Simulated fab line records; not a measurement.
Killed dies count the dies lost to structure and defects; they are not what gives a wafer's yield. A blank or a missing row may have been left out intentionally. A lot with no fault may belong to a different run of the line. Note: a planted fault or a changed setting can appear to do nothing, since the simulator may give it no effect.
Which tool did it? || flow n5-finfet || 10 lots, 28 wafers sampled, at 6 steps of a route of 1938

== WHAT EACH GAUGE READ, for each wafer ==
N5_BEOL_M3_THK_MEAS_01.
{"lot": "L932", "measured": "day 7 15:56", "on": "film-metro-02", "M3_ILD_THK (nm)": "78.0 77.4 77.7"}
{"lot": "L936", "measured": "day 8 04:49", "on": "film-metro-01", "M3_ILD_THK (nm)": "78.9 80.4 79.1"}
{"lot": "L940", "measured": "day 9 10:33", "on": "film-metro-02", "M3_ILD_THK (nm)": "77.8 80.2 79.5"}
{"lot": "L942", "measured": "day 10 10:43", "on": "film-metro-01", "M3_ILD_THK (nm)": "78.0 79.6 80.3"}
{"lot": "L943", "measured": "day 10 14:19", "on": "film-metro-01", "M3_ILD_THK (nm)": "79.1 78.7 79.7"}
{"lot": "L944", "measured": "day 10 15:35", "on": "film-metro-02", "M3_ILD_THK (nm)": "79.4 81.3 79.9"}
{"lot": "L945", "measured": "day 10 20:36", "on": "film-metro-01", "M3_ILD_THK (nm)": "79.1 79.9 118.4"}
{"lot": "L950", "measured": "day 11 17:12", "on": "film-metro-01", "M3_ILD_THK (nm)": "117.4 78.6"}
{"lot": "L952", "measured": "day 12 02:56", "on": "film-metro-02", "M3_ILD_THK (nm)": "117.4 80.7"}
{"lot": "L955", "measured": "day 13 16:02", "on": "film-metro-02", "M3_ILD_THK (nm)": "79.7 80.2 79.4"}

N5_BEOL_M4_RC_MEAS_101.
{"lot": "L932", "measured": "day 8 10:20", "on": "prober-02", "DIBL_N (mV/V)": "32.9 35.1 33.6", "DIBL_P (mV/V)": "32.6 35.7 34.0", "IOFF_N (nA/um)": "0.114 0.150 0.129", "IOFF_P (nA/um)": "0.14 0.19 0.16", "ION_N (uA/um)": "671 669 661", "ION_P (uA/um)": "458 462 452", "SS_N (mV/dec)": "70.9 71.1 71.8", "SS_P (mV/dec)": "72.6 74.1 72.5", "VT_N (mV)": "255.4 249.7 252.2", "VT_P (mV)": "-259 -252 -254"}
{"lot": "L936", "measured": "day 9 14:32", "on": "prober-01", "DIBL_N (mV/V)": "36.8 37.4 37.0", "DIBL_P (mV/V)": "37.1 37.5 37.0", "IOFF_N (nA/um)": "0.165 0.176 0.153", "IOFF_P (nA/um)": "0.22 0.24 0.22", "ION_N (uA/um)": "687 699 674", "ION_P (uA/um)": "468 479 462", "SS_N (mV/dec)": "71.1 71.5 71.9", "SS_P (mV/dec)": "72.8 73.6 73.2", "VT_N (mV)": "247.6 247.3 249.2", "VT_P (mV)": "-248 -248 -251"}
{"lot": "L940", "measured": "day 10 19:06", "on": "prober-01", "DIBL_N (mV/V)": "34.5 34.2 33.9", "DIBL_P (mV/V)": "35.3 35.9 34.6", "IOFF_N (nA/um)": "0.135 0.142 0.129", "IOFF_P (nA/um)": "0.17 0.18 0.17", "ION_N (uA/um)": "670 682 674", "ION_P (uA/um)": "452 464 461", "SS_N (mV/dec)": "71.3 71.1 71.5", "SS_P (mV/dec)": "72.5 72.5 72.6", "VT_N (mV)": "252.4 249.9 249.3", "VT_P (mV)": "-254 -250 -252"}
{"lot": "L942", "measured": "day 11 14:23", "on": "prober-02", "DIBL_N (mV/V)": "35.7 36.0 35.3", "DIBL_P (mV/V)": "36.2 36.5 35.6", "IOFF_N (nA/um)": "0.166 0.165 0.152", "IOFF_P (nA/um)": "0.22 0.22 0.21", "ION_N (uA/um)": "674 677 667", "ION_P (uA/um)": "464 463 458", "SS_N (mV/dec)": "71.5 70.5 71.2", "SS_P (mV/dec)": "73.8 73.2 73.4", "VT_N (mV)": "249.9 250.0 250.9", "VT_P (mV)": "-248 -248 -249"}
{"lot": "L943", "measured": "day 11 17:46", "on": "prober-01", "DIBL_N (mV/V)": "35.7 33.8 35.4", "DIBL_P (mV/V)": "35.7 33.9 36.0", "IOFF_N (nA/um)": "0.159 0.133 0.158", "IOFF_P (nA/um)": "0.22 0.20 0.23", "ION_N (uA/um)": "679 664 672", "ION_P (uA/um)": "465 467 460", "SS_N (mV/dec)": "71.2 70.5 71.8", "SS_P (mV/dec)": "73.0 72.6 73.0", "VT_N (mV)": "248.4 249.7 250.1", "VT_P (mV)": "-249 -249 -248"}
{"lot": "L944", "measured": "day 11 20:50", "on": "prober-01", "DIBL_N (mV/V)": "37.5 34.1 36.3", "DIBL_P (mV/V)": "35.6 32.7 35.0", "IOFF_N (nA/um)": "0.161 0.115 0.142", "IOFF_P (nA/um)": "0.20 0.16 0.19", "ION_N (uA/um)": "663 668 655", "ION_P (uA/um)": "456 463 449", "SS_N (mV/dec)": "71.9 70.8 71.8", "SS_P (mV/dec)": "73.3 72.8 72.9", "VT_N (mV)": "252.3 254.0 250.3", "VT_P (mV)": "-250 -252 -253"}
{"lot": "L945", "measured": "day 11 22:40", "on": "prober-02", "DIBL_N (mV/V)": "34.6 34.3", "DIBL_P (mV/V)": "35.7 35.6", "IOFF_N (nA/um)": "0.129 0.123", "IOFF_P (nA/um)": "0.19 0.19", "ION_N (uA/um)": "658 671", "ION_P (uA/um)": "457 467", "SS_N (mV/dec)": "71.6 71.3", "SS_P (mV/dec)": "72.6 72.8", "VT_N (mV)": "253.8 253.7", "VT_P (mV)": "-253 -250"}
{"lot": "L950", "measured": "day 12 18:46", "on": "prober-01", "DIBL_N (mV/V)": 35.4, "DIBL_P (mV/V)": 34.7, "IOFF_N (nA/um)": 0.140, "IOFF_P (nA/um)": 0.20, "ION_N (uA/um)": 668, "ION_P (uA/um)": 462, "SS_N (mV/dec)": 71.3, "SS_P (mV/dec)": 72.8, "VT_N (mV)": 248.2, "VT_P (mV)": -251}
{"lot": "L952", "measured": "day 13 16:39", "on": "prober-01", "DIBL_N (mV/V)": 35.0, "DIBL_P (mV/V)": 37.9, "IOFF_N (nA/um)": 0.145, "IOFF_P (nA/um)": 0.21, "ION_N (uA/um)": 680, "ION_P (uA/um)": 470, "SS_N (mV/dec)": 70.8, "SS_P (mV/dec)": 72.1, "VT_N (mV)": 248.1, "VT_P (mV)": -250}
{"lot": "L955", "measured": "day 14 08:29", "on": "prober-01", "DIBL_N (mV/V)": "36.3 36.5 38.5", "DIBL_P (mV/V)": "35.8 35.5 39.0", "IOFF_N (nA/um)": "0.173 0.165 0.217", "IOFF_P (nA/um)": "0.24 0.23 0.30", "ION_N (uA/um)": "681 671 696", "ION_P (uA/um)": "463 462 473", "SS_N (mV/dec)": "71.5 72.0 72.0", "SS_P (mV/dec)": "73.2 74.0 74.1", "VT_N (mV)": "246.1 247.7 243.8", "VT_P (mV)": "-246 -246 -245"}

== WHAT TOOL EACH LOT RAN ON (gives the tool, then ch and the chambers of the sampled wafers, and finally the start) ==
{"lot": "L932", "N5_BEOL_M2_SPUTTER_92": "pvd-sputter-01, day 7 14:18", "N5_BEOL_M2_SPUTTER_94": "pvd-sputter-01, day 7 14:31", "N5_BEOL_M2_SPUTTER_96": "pvd-sputter-01, day 7 14:44", "N5_BEOL_M3_ILD_DEP_00": "pecvd-03 ch 0,1,2, day 7 15:53"}
{"lot": "L936", "N5_BEOL_M2_SPUTTER_92": "pvd-sputter-03, day 8 03:12", "N5_BEOL_M2_SPUTTER_94": "pvd-sputter-03, day 8 03:25", "N5_BEOL_M2_SPUTTER_96": "pvd-sputter-03, day 8 03:38", "N5_BEOL_M3_ILD_DEP_00": "pecvd-04 ch 0,1, day 8 04:45"}
{"lot": "L940", "N5_BEOL_M2_SPUTTER_92": "pvd-sputter-02, day 9 08:30", "N5_BEOL_M2_SPUTTER_94": "pvd-sputter-02, day 9 08:43", "N5_BEOL_M2_SPUTTER_96": "pvd-sputter-02, day 9 08:56", "N5_BEOL_M3_ILD_DEP_00": "pecvd-03 ch 0,1, day 9 10:28"}
{"lot": "L942", "N5_BEOL_M2_SPUTTER_92": "pvd-sputter-01, day 10 09:03", "N5_BEOL_M2_SPUTTER_94": "pvd-sputter-01, day 10 09:16", "N5_BEOL_M2_SPUTTER_96": "pvd-sputter-01, day 10 09:29", "N5_BEOL_M3_ILD_DEP_00": "pecvd-03 ch 0,1, day 10 10:38"}
{"lot": "L943", "N5_BEOL_M2_SPUTTER_92": "pvd-sputter-01, day 10 12:05", "N5_BEOL_M2_SPUTTER_94": "pvd-sputter-01, day 10 12:19", "N5_BEOL_M2_SPUTTER_96": "pvd-sputter-01, day 10 12:32", "N5_BEOL_M3_ILD_DEP_00": "pecvd-03 ch 0,1, day 10 14:14"}
{"lot": "L944", "N5_BEOL_M2_SPUTTER_92": "pvd-sputter-02, day 10 13:48", "N5_BEOL_M2_SPUTTER_94": "pvd-sputter-02, day 10 14:01", "N5_BEOL_M2_SPUTTER_96": "pvd-sputter-02, day 10 14:14", "N5_BEOL_M3_ILD_DEP_00": "pecvd-03 ch 0,1, day 10 15:31"}
{"lot": "L945", "N5_BEOL_M2_SPUTTER_92": "pvd-sputter-01, day 10 18:59", "N5_BEOL_M2_SPUTTER_94": "pvd-sputter-01, day 10 19:12", "N5_BEOL_M2_SPUTTER_96": "pvd-sputter-01, day 10 19:25", "N5_BEOL_M3_ILD_DEP_00": "pecvd-03 ch 0,1, day 10 20:32"}
{"lot": "L950", "N5_BEOL_M2_SPUTTER_92": "pvd-sputter-03, day 11 15:34", "N5_BEOL_M2_SPUTTER_94": "pvd-sputter-03, day 11 15:47", "N5_BEOL_M2_SPUTTER_96": "pvd-sputter-03, day 11 16:00", "N5_BEOL_M3_ILD_DEP_00": "pecvd-03 ch 0,1, day 11 17:08"}
{"lot": "L952", "N5_BEOL_M2_SPUTTER_92": "pvd-sputter-03, day 12 01:19", "N5_BEOL_M2_SPUTTER_94": "pvd-sputter-03, day 12 01:32", "N5_BEOL_M2_SPUTTER_96": "pvd-sputter-03, day 12 01:46", "N5_BEOL_M3_ILD_DEP_00": "pecvd-03 ch 1,2, day 12 02:52"}
{"lot": "L955", "N5_BEOL_M2_SPUTTER_92": "pvd-sputter-02, day 13 13:49", "N5_BEOL_M2_SPUTTER_94": "pvd-sputter-02, day 13 14:02", "N5_BEOL_M2_SPUTTER_96": "pvd-sputter-02, day 13 14:16", "N5_BEOL_M3_ILD_DEP_00": "pecvd-04 ch 1,2, day 13 15:58"}
- N5_BEOL_M2_SPUTTER_92: material Cu, target thk 4.5 nm, time 8.29 s.
- N5_BEOL_M2_SPUTTER_94: material Cu, target thk 4.5 nm, time 8.29 s.
- N5_BEOL_M2_SPUTTER_96: material Cu, target thk 4.5 nm, time 8.29 s.
- N5_BEOL_M3_ILD_DEP_00: deposits SiOC from DEMS/O2, target thk 79 nm, time 15.3 s.

== WHAT THE TOOLS THEMSELVES READ (means of the sampled wafers that have a number; where no wafer has one, the mark that the record gives instead) ==
N5_BEOL_M2_SPUTTER_92.
{"lot": "L932", "tool": "pvd-sputter-01", "chamber-pressure-pa (Pa)": 0.06997, "chuck-gas-flow-sccm (sccm)": 1.26, "throttle-valve-pct (%)": 29.8}
{"lot": "L936", "tool": "pvd-sputter-03", "chamber-pressure-pa (Pa)": 0.07013, "chuck-gas-flow-sccm (sccm)": 1.19, "throttle-valve-pct (%)": 30.1}
{"lot": "L940", "tool": "pvd-sputter-02", "chamber-pressure-pa (Pa)": 0.07001, "chuck-gas-flow-sccm (sccm)": 1.26, "throttle-valve-pct (%)": 30.8}
{"lot": "L942", "tool": "pvd-sputter-01", "chamber-pressure-pa (Pa)": 0.06998, "chuck-gas-flow-sccm (sccm)": 1.35, "throttle-valve-pct (%)": 31.2}
{"lot": "L943", "tool": "pvd-sputter-01", "chamber-pressure-pa (Pa)": 0.07000, "chuck-gas-flow-sccm (sccm)": 1.31, "throttle-valve-pct (%)": 30.4}
{"lot": "L944", "tool": "pvd-sputter-02", "chamber-pressure-pa (Pa)": 0.06989, "chuck-gas-flow-sccm (sccm)": 1.22, "throttle-valve-pct (%)": 29.1}
{"lot": "L945", "tool": "pvd-sputter-01", "chamber-pressure-pa (Pa)": 0.07002, "chuck-gas-flow-sccm (sccm)": 1.27, "throttle-valve-pct (%)": 29.7}
{"lot": "L950", "tool": "pvd-sputter-03", "chamber-pressure-pa (Pa)": 0.06948, "chuck-gas-flow-sccm (sccm)": 1.23, "throttle-valve-pct (%)": 29.9}
{"lot": "L952", "tool": "pvd-sputter-03", "chamber-pressure-pa (Pa)": 0.06993, "chuck-gas-flow-sccm (sccm)": 1.27, "throttle-valve-pct (%)": 30.7}
{"lot": "L955", "tool": "pvd-sputter-02", "chamber-pressure-pa (Pa)": 0.06994, "chuck-gas-flow-sccm (sccm)": 1.27, "throttle-valve-pct (%)": 29.3}

N5_BEOL_M2_SPUTTER_94.
{"lot": "L932", "tool": "pvd-sputter-01", "chamber-pressure-pa (Pa)": 0.07, "chuck-gas-flow-sccm (sccm)": 1.22, "throttle-valve-pct (%)": 29.7}
{"lot": "L936", "tool": "pvd-sputter-03", "chamber-pressure-pa (Pa)": 0.07, "chuck-gas-flow-sccm (sccm)": 1.27, "throttle-valve-pct (%)": 30.2}
{"lot": "L940", "tool": "pvd-sputter-02", "chamber-pressure-pa (Pa)": 0.07, "chuck-gas-flow-sccm (sccm)": 1.24, "throttle-valve-pct (%)": 30.9}
{"lot": "L942", "tool": "pvd-sputter-01", "chamber-pressure-pa (Pa)": 0.07, "chuck-gas-flow-sccm (sccm)": 1.26, "throttle-valve-pct (%)": 31.1}
{"lot": "L943", "tool": "pvd-sputter-01", "chamber-pressure-pa (Pa)": 0.07, "chuck-gas-flow-sccm (sccm)": 1.36, "throttle-valve-pct (%)": 30.5}
{"lot": "L944", "tool": "pvd-sputter-02", "chamber-pressure-pa (Pa)": 0.07, "chuck-gas-flow-sccm (sccm)": 1.21, "throttle-valve-pct (%)": 29.2}
{"lot": "L945", "tool": "pvd-sputter-01", "chamber-pressure-pa (Pa)": 0.07, "chuck-gas-flow-sccm (sccm)": 1.32, "throttle-valve-pct (%)": 29.8}
{"lot": "L950", "tool": "pvd-sputter-03", "chamber-pressure-pa (Pa)": 0.07, "chuck-gas-flow-sccm (sccm)": 1.25, "throttle-valve-pct (%)": 29.9}
{"lot": "L952", "tool": "pvd-sputter-03", "chamber-pressure-pa (Pa)": 0.07, "chuck-gas-flow-sccm (sccm)": 1.31, "throttle-valve-pct (%)": 30.8}
{"lot": "L955", "tool": "pvd-sputter-02", "chamber-pressure-pa (Pa)": 0.07, "chuck-gas-flow-sccm (sccm)": 1.25, "throttle-valve-pct (%)": 29.1}

N5_BEOL_M2_SPUTTER_96.
{"lot": "L932", "tool": "pvd-sputter-01", "chamber-pressure-pa (Pa)": 0.07004, "chuck-gas-flow-sccm (sccm)": 1.31, "throttle-valve-pct (%)": 29.9}
{"lot": "L936", "tool": "pvd-sputter-03", "chamber-pressure-pa (Pa)": 0.07000, "chuck-gas-flow-sccm (sccm)": 1.31, "throttle-valve-pct (%)": 30.1}
{"lot": "L940", "tool": "pvd-sputter-02", "chamber-pressure-pa (Pa)": 0.06998, "chuck-gas-flow-sccm (sccm)": 1.23, "throttle-valve-pct (%)": 31.0}
{"lot": "L942", "tool": "pvd-sputter-01", "chamber-pressure-pa (Pa)": 0.06999, "chuck-gas-flow-sccm (sccm)": 1.30, "throttle-valve-pct (%)": 31.2}
{"lot": "L943", "tool": "pvd-sputter-01", "chamber-pressure-pa (Pa)": 0.07003, "chuck-gas-flow-sccm (sccm)": 1.32, "throttle-valve-pct (%)": 30.5}
{"lot": "L944", "tool": "pvd-sputter-02", "chamber-pressure-pa (Pa)": 0.06997, "chuck-gas-flow-sccm (sccm)": 1.29, "throttle-valve-pct (%)": 29.0}
{"lot": "L945", "tool": "pvd-sputter-01", "chamber-pressure-pa (Pa)": 0.07002, "chuck-gas-flow-sccm (sccm)": 1.36, "throttle-valve-pct (%)": 29.8}
{"lot": "L950", "tool": "pvd-sputter-03", "chamber-pressure-pa (Pa)": 0.06978, "chuck-gas-flow-sccm (sccm)": 1.29, "throttle-valve-pct (%)": 29.9}
{"lot": "L952", "tool": "pvd-sputter-03", "chamber-pressure-pa (Pa)": 0.06995, "chuck-gas-flow-sccm (sccm)": 1.18, "throttle-valve-pct (%)": 30.6}
{"lot": "L955", "tool": "pvd-sputter-02", "chamber-pressure-pa (Pa)": 0.06987, "chuck-gas-flow-sccm (sccm)": 1.27, "throttle-valve-pct (%)": 29.1}

N5_BEOL_M3_ILD_DEP_00.
{"lot": "L932", "tool": "pecvd-03", "heater-power-w (W)": 511, "showerhead-plenum-p-Torr (Torr)": 5.701, "throttle-valve-pct (%)": 12.1}
{"lot": "L936", "tool": "pecvd-04", "heater-power-w (W)": 482, "showerhead-plenum-p-Torr (Torr)": 5.692, "throttle-valve-pct (%)": 12.8}
{"lot": "L940", "tool": "pecvd-03", "heater-power-w (W)": 562, "showerhead-plenum-p-Torr (Torr)": 5.706, "throttle-valve-pct (%)": 12.1}
{"lot": "L942", "tool": "pecvd-03", "heater-power-w (W)": 568, "showerhead-plenum-p-Torr (Torr)": 5.707, "throttle-valve-pct (%)": 12.4}
{"lot": "L943", "tool": "pecvd-03", "heater-power-w (W)": 548, "showerhead-plenum-p-Torr (Torr)": 5.705, "throttle-valve-pct (%)": 12.1}
{"lot": "L944", "tool": "pecvd-03", "heater-power-w (W)": 505, "showerhead-plenum-p-Torr (Torr)": 5.709, "throttle-valve-pct (%)": 12.1}
{"lot": "L945", "tool": "pecvd-03", "heater-power-w (W)": 534, "showerhead-plenum-p-Torr (Torr)": 5.711, "throttle-valve-pct (%)": 11.9}
{"lot": "L950", "tool": "pecvd-03", "heater-power-w (W)": 506, "showerhead-plenum-p-Torr (Torr)": 5.713, "throttle-valve-pct (%)": 12.3}
{"lot": "L952", "tool": "pecvd-03", "heater-power-w (W)": 529, "showerhead-plenum-p-Torr (Torr)": 5.712, "throttle-valve-pct (%)": 12.1}
{"lot": "L955", "tool": "pecvd-04", "heater-power-w (W)": 477, "showerhead-plenum-p-Torr (Torr)": 5.693, "throttle-valve-pct (%)": 11.5}

== THE ANSWER, worked out from the rows above alone ==
Rule: usual is defined by the lots themselves. Put in order of their means at a reading, lots are off if they are a third of the lots or fewer, leave a main group of 4 or more, and stand apart from it by a gap of 3 or more times the standard deviation of the main group's means; of several such gaps the widest counts. If all means in a main group match to the digits the tables above print for the reading, that group is not used. A lot without any number at a reading at which 4 lots or more have one is off too. The other lots that the step has rows for count as sound. First the gauges in route order, then the tools' own readings, where a lot's mean is used as printed above. At the first step where some lot is off, the reading lying furthest off is the one used; lots without a number count as furthest.
Off: L945, L950, L952, seen at N5_BEOL_M3_THK_MEAS_01 (M3_ILD_THK). Main group: mean 79.3 nm, sd 0.72.
If a tool, at a process step before that reading, ran all the lots that are off and no sound lot after the first of them, it fits. Those tools and the gauges at N5_BEOL_M3_THK_MEAS_01 are tried in the same way. One fits: pecvd-03 at N5_BEOL_M3_ILD_DEP_00. Its last sound lot is L944 (day 10 15:31), its first lot that is off L945 (day 10 20:32): a fault that began between those two fits.

== WHAT HAD BEEN PUT IN BY THE SIMULATOR ==
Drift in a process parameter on pecvd-03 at N5_BEOL_M3_ILD_DEP_00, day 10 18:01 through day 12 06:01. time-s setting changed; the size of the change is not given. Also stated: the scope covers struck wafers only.
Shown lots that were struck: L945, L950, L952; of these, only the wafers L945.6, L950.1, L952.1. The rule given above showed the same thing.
